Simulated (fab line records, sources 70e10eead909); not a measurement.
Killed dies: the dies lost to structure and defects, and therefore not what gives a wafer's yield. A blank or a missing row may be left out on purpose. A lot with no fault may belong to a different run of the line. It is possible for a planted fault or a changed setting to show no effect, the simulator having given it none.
Which tool is to blame? | flow nand harc | 33 wafers from 11 lots sampled at 5 of the route's 1302 steps

== WHAT THE GAUGES READ, wafer by wafer ==
NHARC_END_SORT_01.
lot  | measured     | on        | killed at array
L225 | day 27 07:18 | prober-02 | 33 33 44

== TOOL THAT RAN EACH LOT (tool first, then ch and the chambers of the sampled wafers, then the start) ==
lot  | NHARC_A_STAIRCASE_HM_OPEN_460                 | NHARC_A_STAIRCASE_STRIP_295                   | NHARC_A_STAIRCASE_DEP_301       | NHARC_A_STAIRCASE_DESCUM_312
L218 | rie diel-01 ch 0,1,3, day 17 11:32 or earlier | rie diel-01 ch 0,1,3, day 17 11:32 or earlier | pecvd-04 ch 0,1,2, day 17 11:32 | rie diel-03 ch 0,1,2, day 17 12:31
L219 | rie diel-13 ch 0,2,3, day 17 11:36 or earlier | rie diel-13 ch 0,3, day 17 11:36 or earlier   | pecvd-03 ch 1,2, day 17 11:36   | rie diel-01 ch 2,3, day 17 12:38
L220 | rie diel-01 ch 2,3, day 17 12:57 or earlier   | rie diel-01 ch 0,2,3, day 17 12:57 or earlier | pecvd-01 ch 0,1, day 17 12:57   | rie diel-13 ch 1,3, day 17 13:55
L221 | rie diel-13 ch 0,1, day 19 12:43 or earlier   | rie diel-13 ch 0,1, day 19 12:43 or earlier   | pecvd-04 ch 0,1,2, day 19 12:43 | rie diel-13 ch 2,3, day 19 13:37
L224 | rie diel-03 ch 1,2, day 19 20:22 or earlier   | rie diel-03 ch 0,2, day 19 20:22 or earlier   | pecvd-03 ch 0,2, day 19 20:22   | rie diel-13 ch 0,1, day 19 21:11
L225 | rie diel-01 ch 0,1,2, day 19 21:34 or earlier | rie diel-01 ch 1,2, day 19 21:34 or earlier   | pecvd-03 ch 0,1, day 19 21:34   | rie diel-01 ch 0,2,3, day 19 22:24
L234 | rie diel-01 ch 0,2,3, day 23 09:40 or earlier | rie diel-01 ch 0,1,3, day 23 09:40 or earlier | pecvd-03 ch 0,1,2, day 23 09:40 | rie diel-13 ch 1,2,3, day 23 10:31
L237 | rie diel-03 ch 0,1, day 24 23:07 or earlier   | rie diel-03 ch 1,2,3, day 24 23:07 or earlier | pecvd-03 ch 1,2, day 24 23:07   | rie diel-03 ch 1,2, day 25 00:05
L240 | rie diel-13 ch 0,3, day 26 05:50 or earlier   | rie diel-13 ch 2,3, day 26 05:50 or earlier   | pecvd-01 ch 0,1,2, day 26 05:50 | rie diel-13 ch 0,1, day 26 06:41
L239 | rie diel-03 ch 0,1, day 26 08:52 or earlier   | rie diel-03 ch 0,1, day 26 08:52 or earlier   | pecvd-04 ch 0,1, day 26 08:52   | rie diel-01 ch 1,2, day 26 09:49
L241 | rie diel-13 ch 0,1, day 26 23:02 or earlier   | rie diel-13 ch 0,3, day 26 23:02 or earlier   | pecvd-01 ch 0,1, day 26 23:02   | rie diel-01 ch 1,3, day 27 00:01
- NHARC_A_STAIRCASE_HM_OPEN_460: chemistry O2/COS.
- NHARC_A_STAIRCASE_STRIP_295: strips in O2.
- NHARC_A_STAIRCASE_DEP_301: deposits SiON, target thk 30 nm.
- NHARC_A_STAIRCASE_DESCUM_312: chemistry O2, time 3 s.

== THE ANSWER, worked out from the rows above alone ==
Rule: what is usual is taken from the lots themselves. Put in order of their means at a reading, lots are off if they are a third of the lots or fewer, leave a main group of 4 or more, and stand apart from it by a gap of 3 or more times the standard deviation of the main group's means; of several such gaps the widest counts. Not used: any main group whose means are identical at the precision the tables above print for the reading. Also off: a lot with no number at a reading for which 4 or more lots have one. All remaining lots with rows at the step are treated as sound.
None of the lots is off at any reading shown; this tells nothing.

== WHAT THE SIMULATOR PUT IN ==
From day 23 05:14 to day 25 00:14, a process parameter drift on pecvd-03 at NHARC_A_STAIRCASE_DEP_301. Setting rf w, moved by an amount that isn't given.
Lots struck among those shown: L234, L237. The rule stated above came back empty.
